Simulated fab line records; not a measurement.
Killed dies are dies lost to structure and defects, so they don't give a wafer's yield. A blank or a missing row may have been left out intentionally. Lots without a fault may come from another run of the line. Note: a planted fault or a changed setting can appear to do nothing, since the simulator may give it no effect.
Which tool did it? | flow nand_harc | Sampling: 13 lots, 38 wafers, 6 of 1302 route steps

== WHAT THE GAUGES SHOWED, per wafer ==
NHARC_A_ONON_D2_THK_MEAS_27: measures by ellipsometry.
lot  | measured     | on            | thk_nm (nm)
L310 | day 13 02:43 | film_metro-02 | 1013 1014 1013
L311 | day 13 02:43 | film_metro-01 | 996 996 995
L312 | day 13 20:54 | film_metro-01 | 989 989 990
L313 | day 14 03:05 | film_metro-02 | 1000 1001 1001
L321 | day 17 10:23 | film_metro-02 | 1002 675
L324 | day 19 03:10 | film_metro-02 | 982 980 982
L327 | day 19 20:56 | film_metro-02 | 985 986 983
L328 | day 20 16:56 | film_metro-01 | 1002 1001 1001
L329 | day 20 21:05 | film_metro-01 | 1011 1010 1009
L330 | day 21 13:52 | film_metro-02 | 1002 1002 1002
L331 | day 21 22:44 | film_metro-01 | 1021 1020 1021
L332 | day 21 23:05 | film_metro-01 | 990 990 990
L333 | day 22 06:31 | film_metro-01 | 998 999 1000

NHARC_A_ONON_D2_INSPECT_32.
lot  | measured     | on                | raw_defect_count
L310 | day 13 03:48 | defect_inspect-02 | 222 310 224
L311 | day 13 03:49 | defect_inspect-01 | 306 532 594
L312 | day 13 22:01 | defect_inspect-01 | 398 453 299
L313 | day 14 04:20 | defect_inspect-01 | 738 673 671
L321 | day 17 11:31 | defect_inspect-01 | 344 260
L324 | day 19 04:15 | defect_inspect-01 | 502 530 515
L327 | day 19 22:03 | defect_inspect-02 | 242 300 701
L328 | day 20 18:02 | defect_inspect-02 | 171 239 278
L329 | day 20 22:13 | defect_inspect-01 | 417 265 372
L330 | day 21 14:59 | defect_inspect-01 | 447 469 281
L331 | day 21 23:58 | defect_inspect-02 | 469 287 232
L332 | day 22 00:15 | defect_inspect-02 | 319 233 588
L333 | day 22 07:37 | defect_inspect-01 | 313 711 318

NHARC_END_SORT_01.
lot  | measured     | on        | killed_at_array | killed_at_other | killed_at_periphery | killed_dies | killed_open | killed_short
L321 | day 28 21:42 | prober-02 | 42 675          | 0 1             | 2 1                 | 44 677      | 4 8         | 4 1

== EACH LOT AND THE TOOL THAT RAN IT (in order: tool; ch and the chambers of the sampled wafers; start) ==
lot  | NHARC_A_CHANNEL_HOLE_D1_ETCH_20  | NHARC_A_CHANNEL_FILL_D1_ALD_14   | NHARC_A_ONON_D2_DEP_25
L310 | har_etch-01 ch 0,1, day 8 19:09  | ald_hk-02 ch 0,1,2, day 9 08:03  | pecvd_onon-01 ch 0, day 13 02:19
L311 | har_etch-02 ch 0,1, day 8 19:20  | ald_hk-03 ch 0,1,2, day 9 08:01  | pecvd_onon-02 ch 0, day 13 02:16
L312 | har_etch-01 ch 1, day 9 09:36    | ald_hk-01 ch 0,1,3, day 9 22:20  | pecvd_onon-02 ch 0, day 13 20:22
L313 | har_etch-01 ch 0,1, day 9 20:01  | ald_hk-03 ch 0,2,3, day 10 10:28 | pecvd_onon-01 ch 0, day 14 02:35
L321 | har_etch-01 ch 0,1, day 13 02:07 | ald_hk-02 ch 0,3, day 13 18:07   | pecvd_onon-04 ch 0, day 17 09:58
L324 | har_etch-01 ch 0,1, day 14 21:27 | ald_hk-01 ch 0,1,3, day 15 10:25 | pecvd_onon-02 ch 0, day 19 02:38
L327 | har_etch-01 ch 0,1, day 15 14:04 | ald_hk-03 ch 1,2, day 16 01:17   | pecvd_onon-02 ch 0, day 19 20:26
L328 | har_etch-01 ch 0,1, day 16 03:04 | ald_hk-01 ch 1,2,3, day 16 15:52 | pecvd_onon-01 ch 0, day 20 16:29
L329 | har_etch-01 ch 1, day 16 12:56   | ald_hk-02 ch 1,2,3, day 17 02:14 | pecvd_onon-04 ch 0, day 20 20:35
L330 | har_etch-01 ch 0,1, day 17 04:49 | ald_hk-01 ch 0,1, day 17 17:33   | pecvd_onon-01 ch 0, day 21 13:25
L331 | har_etch-02 ch 0,1, day 17 14:44 | ald_hk-02 ch 0,1,2, day 18 03:37 | pecvd_onon-01 ch 0, day 21 22:13
L332 | har_etch-01 ch 0,1, day 17 16:57 | ald_hk-01 ch 1,3, day 18 06:54   | pecvd_onon-02 ch 0, day 21 22:35
L333 | har_etch-02 ch 0,1, day 18 00:39 | ald_hk-01 ch 0,1, day 18 13:28   | pecvd_onon-01 ch 0, day 22 06:00
- NHARC_A_CHANNEL_HOLE_D1_ETCH_20: etches the open film in C4F8/O2/Ar, time 361.9 s, target depth 1600 nm.
- NHARC_A_CHANNEL_FILL_D1_ALD_14: deposits SiO2, target thk 2.5 nm, pulse time 10 s, ald cycles 25.
- NHARC_A_ONON_D2_DEP_25: target thk 1000 nm.

== AS READ BY THE TOOLS THEMSELVES (means over the sampled wafers that have a number; for cases with no such wafer, the mark the record gives instead) ==
NHARC_A_CHANNEL_HOLE_D1_ETCH_20.
lot  | tool        | c4f8_flow_sccm (sccm) | drypump_motor_current_A (A) | showerhead_plenum_p_Torr (Torr) | throttle_valve_pct (%)
L310 | har_etch-01 | 89.17                 | 5.19                        | 3.72                            | 32.148
L311 | har_etch-02 | 89.19                 | 5.51                        | 3.66                            | 32.151
L312 | har_etch-01 | 89.20                 | 5.10                        | 3.68                            | 32.148
L313 | har_etch-01 | 89.24                 | 5.15                        | 3.70                            | 32.160
L321 | har_etch-01 | 89.21                 | 5.17                        | 3.67                            | 32.162
L324 | har_etch-01 | 89.24                 | 5.20                        | 3.67                            | 32.154
L327 | har_etch-01 | 89.37                 | 5.14                        | 3.65                            | 32.157
L328 | har_etch-01 | 89.24                 | 5.17                        | 3.65                            | 32.149
L329 | har_etch-01 | 89.06                 | 5.11                        | 3.63                            | 32.148
L330 | har_etch-01 | 89.06                 | 5.15                        | 3.64                            | 32.157
L331 | har_etch-02 | 89.45                 | 5.37                        | 3.85                            | 32.146
L332 | har_etch-01 | 89.24                 | 5.20                        | 3.65                            | 32.156
L333 | har_etch-02 | 89.01                 | 5.52                        | 3.77                            | 32.155

NHARC_A_CHANNEL_FILL_D1_ALD_14.
lot  | tool      | heater_power_outer_w (W) | heater_power_w (W) | precursor_pulse_height_rel
L310 | ald_hk-02 | 267                      | 472                | 0.991
L311 | ald_hk-03 | 283                      | 490                | 0.993
L312 | ald_hk-01 | 241                      | 430                | 0.976
L313 | ald_hk-03 | 276                      | 493                | 0.990
L321 | ald_hk-02 | 282                      | 474                | 0.998
L324 | ald_hk-01 | 233                      | 427                | 1.002
L327 | ald_hk-03 | 279                      | 478                | 0.989
L328 | ald_hk-01 | 239                      | 442                | 0.978
L329 | ald_hk-02 | 252                      | 457                | 0.999
L330 | ald_hk-01 | 229                      | 406                | 0.989
L331 | ald_hk-02 | 269                      | 472                | 1.005
L332 | ald_hk-01 | 245                      | 438                | 1.008
L333 | ald_hk-01 | 226                      | 414                | 0.997

== THE ANSWER, worked out from the rows above alone ==
Rule: usual is defined by the lots themselves. The widest of any qualifying gaps counts: lots, ordered by their means at a reading, are off when they make up no more than a third of the lots, leave a main group of 4 or more, and stand apart from it by 3 or more times the standard deviation of that group's means. The tables above print the reading to a certain number of digits; a main group whose means all agree to those digits is not used. A lot without any number at a reading at which 4 lots or more have one is off too. All remaining lots with rows at the step are treated as sound. The gauges are gone through in route order, then the tools' own readings, and for those a lot's mean is taken as printed above. At the first step where some lot is off, the reading lying furthest off is the one used; lots without a number count as furthest.
Off at NHARC_A_ONON_D2_THK_MEAS_27 (thk_nm): L321. For the main group the mean is 999 nm and the standard deviation 11.
If a tool, at a process step before that reading, ran all the lots that are off and no sound lot after the first of them, it fits. Those tools and the gauges at NHARC_A_ONON_D2_THK_MEAS_27 are tried in the same way. Of those tried, none fits.

== WHAT WAS PUT IN BY THE SIMULATOR ==
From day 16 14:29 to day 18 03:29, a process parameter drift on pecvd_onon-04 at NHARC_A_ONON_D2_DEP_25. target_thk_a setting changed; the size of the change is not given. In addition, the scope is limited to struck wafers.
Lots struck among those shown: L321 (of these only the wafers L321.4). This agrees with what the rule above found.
